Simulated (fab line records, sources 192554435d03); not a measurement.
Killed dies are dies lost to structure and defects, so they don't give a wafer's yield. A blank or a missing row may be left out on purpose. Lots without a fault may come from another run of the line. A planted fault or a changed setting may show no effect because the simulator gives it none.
Which tool did it? | flow n5_finfet | 7 lots, 21 wafers sampled, at 7 steps of a route of 1938

WHAT THE GAUGES READ, wafer by wafer
N5_BEOL_M9_INSPECT_58: inspects for defects (darkfield).
lot  | measured     | on                | raw_defect_count
L519 | day 11 22:38 | defect_inspect-02 | 63 52 85
L521 | day 12 12:30 | defect_inspect-02 | 59 75 44
L531 | day 17 07:39 | defect_inspect-02 | 67 99 99
L532 | day 17 23:05 | defect_inspect-01 | 83 38 55
L535 | day 18 17:38 | defect_inspect-02 | 84 82 73
L526 | day 19 21:57 | defect_inspect-01 | 62 56 77
L540 | day 19 22:19 | defect_inspect-01 | 82 54 87

N5_BEOL_M10_CD_MEAS_11: target cd 64.1 nm.
lot  | measured     | on        | cd_nm (nm)
L519 | day 11 23:51 | cd_sem-02 | 64.6 64.1 64.5
L521 | day 12 13:44 | cd_sem-02 | 64.6 64.1 64.4
L531 | day 17 11:19 | cd_sem-01 | 60.2 60.7 60.5
L532 | day 18 01:23 | cd_sem-02 | 62.3 61.8 61.9
L535 | day 18 20:38 | cd_sem-02 | 64.2 63.3 63.0
L526 | day 20 00:17 | cd_sem-02 | 63.5 63.2 63.4
L540 | day 20 00:32 | cd_sem-03 | 65.0 64.1 64.6

N5_BEOL_M10_INSPECT_13: inspects for defects (brightfield).
lot  | measured     | on                | raw_defect_count
L519 | day 11 23:54 | defect_inspect-02 | 369 365 351
L521 | day 12 13:47 | defect_inspect-02 | 329 273 296
L531 | day 17 11:22 | defect_inspect-01 | 261 440 369
L532 | day 18 01:27 | defect_inspect-02 | 365 492 516
L535 | day 18 20:41 | defect_inspect-01 | 341 361 477
L526 | day 20 00:20 | defect_inspect-02 | 320 428 387
L540 | day 20 00:35 | defect_inspect-02 | 481 324 416

N5_BEOL_M10_CD_MEAS_18: pitch 140 nm, target cd 70 nm.
lot  | measured     | on        | cd_nm (nm)
L519 | day 12 00:23 | cd_sem-02 | 70.5 70.4 70.7
L521 | day 12 14:16 | cd_sem-03 | 70.1 70.0 70.1
L531 | day 17 11:52 | cd_sem-03 | 65.9 66.7 66.1
L532 | day 18 02:14 | cd_sem-02 | 68.3 67.9 68.1
L535 | day 18 21:12 | cd_sem-02 | 69.8 69.2 69.3
L526 | day 20 01:32 | cd_sem-02 | 69.7 69.4 69.3
L540 | day 20 02:10 | cd_sem-03 | 70.9 70.3 70.5

N5_BEOL_M15_RC_MEAS_101.
lot  | measured     | on        | COMB_M10 (S/m)          | COMB_M11 (S/m)             | COMB_M12 (S/m)           | COMB_M13 (S/m)          | COMB_M14 (S/m)          | COMB_M15 (S/m)          | COMB_M15_max_site (S/m) | COMB_M5 (S/m)           | COMB_M6 (S/m)           | COMB_M6_max_site (S/m)  | COMB_M7 (S/m)           | COMB_M8 (S/m)           | COMB_M9 (S/m)              | COMB_M9_max_site (S/m)  | SERP_M10 (ohm/um) | SERP_M11 (ohm/um) | SERP_M12 (ohm/um) | SERP_M13 (ohm/um) | SERP_M14 (ohm/um) | SERP_M5 (ohm/um) | SERP_M6 (ohm/um) | SERP_M7 (ohm/um) | SERP_M7_max_site (ohm/um) | SERP_M8 (ohm/um) | SERP_M9 (ohm/um)
L519 | day 13 10:46 | prober-01 | 1.5e-11 1.2e-11 1.4e-11 | 1.46e-11 1.56e-11 1.92e-11 | 6.9e-12 6.7e-12 7.7e-12  | 3.9e-12 3.5e-12 4.6e-12 | 3.8e-12 4.5e-12 6.1e-12 | 4.1e-12 3.6e-12 3.9e-12 | 5.4e-12 5.5e-12 4.6e-12 | 3.7e-11 3.1e-11 3.9e-11 | 2.9e-11 2.8e-11 3.4e-11 | 3.5e-11 3.9e-11 4.1e-11 | 1.9e-11 2.3e-11 2.2e-11 | 2.7e-11 2.8e-11 2.5e-11 | 1.58e-11 1.46e-11 1.24e-11 | 2.4e-11 2.1e-11 1.6e-11 | 3.06 3.14 3.02    | 3.14 3.22 3.10    | 0.662 0.619 0.632 | 0.300 0.301 0.301 | 0.157 0.164 0.162 | 37.6 38.7 39.2   | 14.0 13.8 13.3   | 13.7 13.2 14.0   | 14.2 13.6 14.7            | 14.6 14.0 14.8   | 2.99 3.09 3.04
L521 | day 14 01:17 | prober-01 | 2e-11 1.7e-11 2.1e-11   | 1.56e-11 1.44e-11 1.37e-11 | 4.8e-12 5.2e-12 5.8e-12  | 5.7e-12 4.4e-12 5.9e-12 | 3.6e-12 4.1e-12 3.9e-12 | 2.5e-12 2.6e-12 2.9e-12 | 3.2e-12 3.6e-12 3.4e-12 | 3.6e-11 3.1e-11 4.4e-11 | 2.6e-11 2.3e-11 2.4e-11 | 3e-11 4.3e-11 3.8e-11   | 1.5e-11 2.4e-11 2.3e-11 | 2.1e-11 2.2e-11 2.3e-11 | 9e-12 1.66e-11 1.65e-11    | 1.3e-11 2.4e-11 2.9e-11 | 3.12 3.15 3.07    | 3.07 3.05 3.12    | 0.637 0.658 0.644 | 0.315 0.303 0.312 | 0.165 0.165 0.156 | 37.1 38.3 38.1   | 13.1 13.7 13.4   | 14.2 13.6 13.2   | 14.8 14.2 13.7            | 12.7 14.1 13.2   | 3.14 3.12 3.14
L531 | day 19 10:31 | prober-01 | 1.9e-11 1.7e-11 1.4e-11 | 1.66e-11 1.33e-11 2.09e-11 | 5.7e-12 6.3e-12 9.6e-12  | 4.9e-12 3.8e-12 5.5e-12 | 4.5e-12 5.1e-12 5e-12   | 3.6e-12 3.1e-12 2.8e-12 | 4.5e-12 5.9e-12 3.4e-12 | 4.4e-11 3.9e-11 3.1e-11 | 1.9e-11 2.3e-11 3.1e-11 | 2.6e-11 3e-11 4.6e-11   | 2.1e-11 1.6e-11 1.8e-11 | 2.7e-11 2.9e-11 2.6e-11 | 1.62e-11 1.3e-11 1.56e-11  | 2.4e-11 1.7e-11 2.3e-11 | 3.41 3.30 3.30    | 2.99 3.02 3.01    | 0.635 0.649 0.646 | 0.300 0.307 0.307 | 0.157 0.157 0.162 | 38.0 37.4 36.5   | 13.7 13.5 13.0   | 13.4 13.5 13.3   | 14.3 13.9 13.8            | 14.1 13.9 13.8   | 3.02 3.02 3.11
L532 | day 19 19:14 | prober-01 | 1.7e-11 2.3e-11 1.7e-11 | 1.53e-11 1.83e-11 2.08e-11 | 9.1e-12 8.1e-12 8e-12    | 4.6e-12 6.6e-12 5.9e-12 | 5.2e-12 6.8e-12 5.1e-12 | 2.7e-12 2.9e-12 2.7e-12 | 4e-12 3.4e-12 3.6e-12   | 4.2e-11 4.6e-11 4.2e-11 | 2e-11 2.5e-11 2.7e-11   | 2.8e-11 3.2e-11 3.9e-11 | 2.7e-11 2.5e-11 2.2e-11 | 2.7e-11 2.9e-11 3.4e-11 | 1.39e-11 9.8e-12 1.17e-11  | 2.3e-11 1.8e-11 1.2e-11 | 3.21 3.33 3.27    | 3.11 3.04 3.07    | 0.645 0.629 0.621 | 0.300 0.301 0.306 | 0.161 0.162 0.160 | 39.7 38.1 39.4   | 14.4 13.7 14.3   | 13.1 13.5 12.7   | 13.5 13.7 13.4            | 14.6 14.4 14.1   | 3.10 3.17 3.07
L535 | day 20 15:01 | prober-02 | 1.7e-11 1.7e-11 1.5e-11 | 1.71e-11 1.68e-11 1.92e-11 | 7.8e-12 7.6e-12 6.7e-12  | 8.6e-12 9e-12 5.7e-12   | 3.5e-12 3.9e-12 3e-12   | 3.5e-12 3.2e-12 3.3e-12 | 6e-12 4.9e-12 4.9e-12   | 4.5e-11 5.7e-11 3.4e-11 | 2.2e-11 4.2e-11 2.7e-11 | 2.5e-11 5e-11 4.6e-11   | 1.9e-11 1.8e-11 1.8e-11 | 2.3e-11 2.6e-11 2.9e-11 | 1.42e-11 1.69e-11 1.51e-11 | 2.1e-11 2.3e-11 2.3e-11 | 2.95 3.13 3.15    | 3.06 3.11 3.13    | 0.627 0.614 0.625 | 0.305 0.306 0.311 | 0.158 0.156 0.166 | 37.7 38.8 38.4   | 13.7 13.4 14.5   | 13.4 13.5 13.9   | 14.3 14.2 14.3            | 13.9 14.4 13.7   | 3.09 3.07 3.11
L526 | day 21 20:07 | prober-01 | 1.5e-11 1.9e-11 1.1e-11 | 1.28e-11 1.22e-11 1.45e-11 | 6.9e-12 1.03e-11 7.8e-12 | 4.4e-12 5.3e-12 8e-12   | 3.4e-12 3.1e-12 3.9e-12 | 3e-12 2.2e-12 2.7e-12   | 4e-12 2.6e-12 4.3e-12   | 3.6e-11 3.5e-11 3.3e-11 | 3.5e-11 2.7e-11 2.8e-11 | 4.4e-11 3.5e-11 4e-11   | 2.5e-11 2.5e-11 1.8e-11 | 2.1e-11 2.7e-11 2.3e-11 | 1.57e-11 1.4e-11 1.6e-11   | 2e-11 2.1e-11 2.3e-11   | 3.09 3.12 3.07    | 3.07 3.02 3.05    | 0.628 0.615 0.625 | 0.304 0.308 0.306 | 0.158 0.157 0.159 | 37.9 39.6 38.7   | 13.3 13.7 13.9   | 14.6 13.5 14.3   | 15.2 13.8 14.8            | 13.8 13.0 13.7   | 3.10 3.09 3.04
L540 | day 21 17:56 | prober-02 | 1.5e-11 1.4e-11 1.7e-11 | 1.51e-11 2.1e-11 1.46e-11  | 5.7e-12 6.8e-12 5.4e-12  | 5.1e-12 7.4e-12 7.6e-12 | 4.8e-12 4.6e-12 6.6e-12 | 3.5e-12 3.2e-12 2.9e-12 | 4.5e-12 4e-12 3.6e-12   | 4e-11 3e-11 3.4e-11     | 3.2e-11 2.5e-11 2.4e-11 | 4.6e-11 3.6e-11 3.1e-11 | 2.3e-11 3.2e-11 2e-11   | 3e-11 2.9e-11 2.9e-11   | 1.35e-11 1.53e-11 1.08e-11 | 1.9e-11 2.4e-11 1.3e-11 | 3.01 3.05 3.06    | 3.08 3.12 3.14    | 0.608 0.625 0.638 | 0.307 0.320 0.313 | 0.165 0.162 0.161 | 38.7 37.0 39.5   | 13.5 14.1 14.0   | 14.2 14.3 13.9   | 14.6 14.7 14.2            | 14.3 13.8 13.9   | 3.12 2.97 3.21

WHICH TOOL RAN EACH LOT (tool, then ch and the chambers of the sampled wafers, then the start)
lot  | N5_BEOL_M10_EXPOSE_08              | N5_BEOL_M10_DESCUM_16
L519 | arfi_scanner-01 ch 0, day 11 23:44 | rie_diel-05 ch 0,3, day 11 23:56
L521 | arfi_scanner-01 ch 0, day 12 13:36 | rie_diel-02 ch 2,3, day 12 13:49
L531 | arfi_scanner-01 ch 0, day 17 11:12 | rie_diel-05 ch 1,3, day 17 11:25
L532 | arfi_scanner-01 ch 0, day 18 01:16 | rie_diel-04 ch 2,3, day 18 01:38
L535 | arfi_scanner-02 ch 0, day 18 20:30 | rie_diel-02 ch 0,2,3, day 18 20:43
L526 | arfi_scanner-03 ch 0, day 20 00:10 | rie_diel-05 ch 0,2,3, day 20 00:56
L540 | arfi_scanner-03 ch 0, day 20 00:25 | rie_diel-05 ch 0,2, day 20 01:33
- N5_BEOL_M10_EXPOSE_08: exposes mask M10.
- N5_BEOL_M10_DESCUM_16: chemistry O2, time 7.9 s.

WHAT THE TOOLS THEMSELVES READ (means of the sampled wafers that have a number; where no wafer has one, the mark that the record gives instead)
N5_BEOL_M10_EXPOSE_08.
lot  | tool            | exposure_dose_mJ_cm2
L519 | arfi_scanner-01 | 53.60
L521 | arfi_scanner-01 | 53.67
L531 | arfi_scanner-01 | 50.48
L532 | arfi_scanner-01 | 51.64
L535 | arfi_scanner-02 | 54.35
L526 | arfi_scanner-03 | 53.67
L540 | arfi_scanner-03 | 53.69

N5_BEOL_M10_DESCUM_16.
lot  | tool        | drypump_motor_current_A (A) | oes_product_au (a.u.) | rf_vpp_V (V) | showerhead_plenum_p_Torr (Torr) | throttle_valve_pct (%)
L519 | rie_diel-05 | 6.4                         | 0.81                  | 244.2        | 2.14                            | 20.47
L521 | rie_diel-02 | 5.6                         | 0.75                  | 241.5        | 2.06                            | 20.62
L531 | rie_diel-05 | 5.8                         | 0.79                  | 245.0        | 2.20                            | 20.40
L532 | rie_diel-04 | 5.1                         | 0.89                  | 242.9        | 2.10                            | 20.31
L535 | rie_diel-02 | 5.6                         | 0.79                  | 243.3        | 2.12                            | 20.48
L526 | rie_diel-05 | 6.2                         | 0.86                  | 243.4        | 2.13                            | 20.42
L540 | rie_diel-05 | 5.9                         | 0.83                  | 244.8        | 2.12                            | 20.47

THE ANSWER, worked out from the rows above alone
Rule: what is usual is taken from the lots themselves. Put in order of their means at a reading, lots are off if they are a third of the lots or fewer, leave a main group of 4 or more, and stand apart from it by a gap of 3 or more times the standard deviation of the main group's means; of several such gaps the widest counts. A main group whose means are all the same, to the digits that the tables above print for the reading, isn't used. A lot without any number at a reading at which 4 lots or more have one is off too. The other lots that the step has rows for count as sound. The gauges are gone through in route order, then the tools' own readings, and for those a lot's mean is taken as printed above. The first step at which some lot is off is used, and at that step the reading that is off furthest; a lot without a number counts as furthest.
Off: L531, L532, at N5_BEOL_M15_RC_MEAS_101 (SERP_M10). The main group: mean 3.08 ohm/um, standard deviation 0.024.
A tool fits if, at a process step before that reading, it ran every lot that is off, and no sound lot after the first of them. The gauges at N5_BEOL_M15_RC_MEAS_101 aren't tried: what is off there is off at N5_BEOL_M10_EXPOSE_08 too, on other tools, and a gauge's error can't cause that. One fits: arfi_scanner-01 at N5_BEOL_M10_EXPOSE_08. Its last sound lot is L521 (day 12 13:36), its first lot that is off L531 (day 17 11:12): a fault that began between those two fits.
The tool's own readings at N5_BEOL_M10_EXPOSE_08 bear it out: on the lots that are off they differ by more than 5 times the standard deviation of the sound lots' means. exposure_dose_mJ_cm2 reads 51.06 there against 53.80 on the sound lots.

WHAT THE SIMULATOR HAD PUT IN
Process parameter drift: arfi_scanner-01, from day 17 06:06 on, at N5_BEOL_M10_EXPOSE_08. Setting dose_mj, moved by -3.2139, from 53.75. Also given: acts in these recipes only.
Lots struck among those shown: L531, L532. The rule above found the same.
